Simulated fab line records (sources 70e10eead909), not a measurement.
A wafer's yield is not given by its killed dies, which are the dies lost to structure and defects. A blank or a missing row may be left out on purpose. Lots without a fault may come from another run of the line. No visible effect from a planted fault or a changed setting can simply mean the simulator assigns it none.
A lot that was struck, set against a sound lot / flow nand harc / 15 out of 1159 route steps
Sound: wafers L438.1, L438.3, L438.4. Struck: wafer L443.2 (left out: L443.5, L443.6 of the same lot, which were not struck); the cause appears at the end.
At each step with rows: each side's tool, then ch and its chambers, then its first start. Under that, the readings that differ: sound wafers / struck wafers / difference of the means / sigmas: that difference in standard deviations of wafers without a fault.
alike: words and numbers the same on both sides, and readings whose means are apart by under 2 such deviations; not compared: readings that were withheld, readings missing a value for some wafer, numbers with overlapping values and no deviation given by the record, and bounds like >300 which may hide the same value.
A row with sigmas, a row that says differs or no value, or rows on one side alone: a step with any of these is where the two part. Numbers that don't overlap but have no deviation are shown without sigmas and don't part them. Lack of a reading on every wafer of one side parts them only where that side has two or more wafers.

NHARC_A_CONTACT_INSPECT_10:
  struck on defect inspect-02, day 19 07:11; sound on defect inspect-01, day 17 18:45
  alike: raw defect count
NHARC_A_CONTACT_DESCUM_13: chemistry O2, time 3 s.
  sound on rie diel-07 ch 0,2,3, day 17 18:49; struck on rie diel-07 ch 0, day 19 07:15
reading=rf hours counter h (h); sound=32 34 36; struck=4; difference=-30; sigmas=
  alike: drypump motor current A, o2 flow sccm, oes product au, rf vpp V, showerhead plenum p Torr, throttle valve pct
then, 1 step without rows for these wafers: NHARC_A_CONTACT_ETCH_88 (etches the open film in CF4, target depth 39 nm, time 65 s).
NHARC_A_CONTACT_ETCH_89: etches the open film in N2/H2, target depth 260 nm, time 475.3 s.
  sound on rie diel-07 ch 0,2,3; struck on rie diel-07 ch 3
reading=n2 flow sccm (sccm); sound=149.9 150.1 150.1; struck=149.0; difference=-1.0; sigmas=-2
reading=rf hours counter h (h); sound=32 37 34; struck=4; difference=-30; sigmas=
  alike: drypump motor current A, oes product au, rf vpp V, showerhead plenum p Torr, throttle valve pct
then, 3 steps without rows for these wafers: NHARC_A_CONTACT_ETCH_30 (etches the open film in CF4/CHF3, target depth 60.5 nm, time 30.2 s); NHARC_A_CONTACT_ETCH_31 (etches the open film in O2/COS, target depth 2000 nm, time 520 s); NHARC_A_CONTACT_ETCH_134 (etches the open film in C4F8/O2/Ar, time 140 s, target depth 700 nm).
NHARC_A_CONTACT_ETCH_135: etches the open film in C4F8/O2/Ar, time 132 s, target depth 1287 nm.
  sound on har cap etch-02 ch 0,1, day 17 20:00; struck on har cap etch-01 ch 0, day 19 08:30
  not compared: rf hours counter h
then, 3 steps without rows for these wafers: NHARC_A_CONTACT_ETCH_136 (etches the open film in C4F8/O2/Ar, time 132 s, target depth 1287 nm); NHARC_A_CONTACT_ETCH_137 (etches the open film in C4F8/O2/Ar, time 132 s, target depth 1287 nm); NHARC_A_CONTACT_ETCH_138 (etches the open film in C4F8/O2/Ar, time 132 s, target depth 1289 nm).
NHARC_A_CONTACT_ETCH_139: etches the open film in C4F8/O2/Ar, time 137 s, target depth 590 nm.
  sound on har cap etch-02 ch 0,1, day 17 20:30; struck on har cap etch-01 ch 0, day 19 08:59
  not compared: rf hours counter h
NHARC_A_CONTACT_ETCH_92: etches the open film in CH3F/O2, target depth 40 nm, time 85.7 s.
  sound on rie diel-07 ch 1,2,3, day 17 20:54; struck on rie diel-07 ch 2, day 19 09:23
reading=oes product au (a.u.); sound=0.929 0.924 0.925; struck=0.755; difference=-0.171; sigmas=-7
reading=rf hours counter h (h); sound=35 37 37; struck=4; difference=-32; sigmas=
reading=rf vpp V (V); sound=240.5 244.9 241.9; struck=247.0; difference=+4.6; sigmas=+2
reading=showerhead plenum p Torr (Torr); sound=2.28 2.51 2.27; struck=2.66; difference=+0.31; sigmas=+2
  alike: drypump motor current A, o2 flow sccm, throttle valve pct
NHARC_A_CONTACT_ETCH_98: etches the open film in C4F6/O2, target depth 20 nm, time 10 s.
  sound on rie diel-07 ch 1,2,3; struck on rie diel-07 ch 2
reading=rf hours counter h (h); sound=37 37 35; struck=4; difference=-32; sigmas=
reading=rf vpp V (V); sound=542 548 541; struck=555; difference=+11; sigmas=+3
reading=showerhead plenum p Torr (Torr); sound=3.64 4.00 3.65; struck=4.22; difference=+0.46; sigmas=+2
  alike: drypump motor current A, o2 flow sccm, oes product au, throttle valve pct
after that, 1 step had no rows for these wafers: NHARC_END_SORT_01.

WHERE THEY PART
First at NHARC_A_CONTACT_ETCH_89; last, within this record, at NHARC_A_CONTACT_ETCH_98.

WHY: the cause the simulator had injected
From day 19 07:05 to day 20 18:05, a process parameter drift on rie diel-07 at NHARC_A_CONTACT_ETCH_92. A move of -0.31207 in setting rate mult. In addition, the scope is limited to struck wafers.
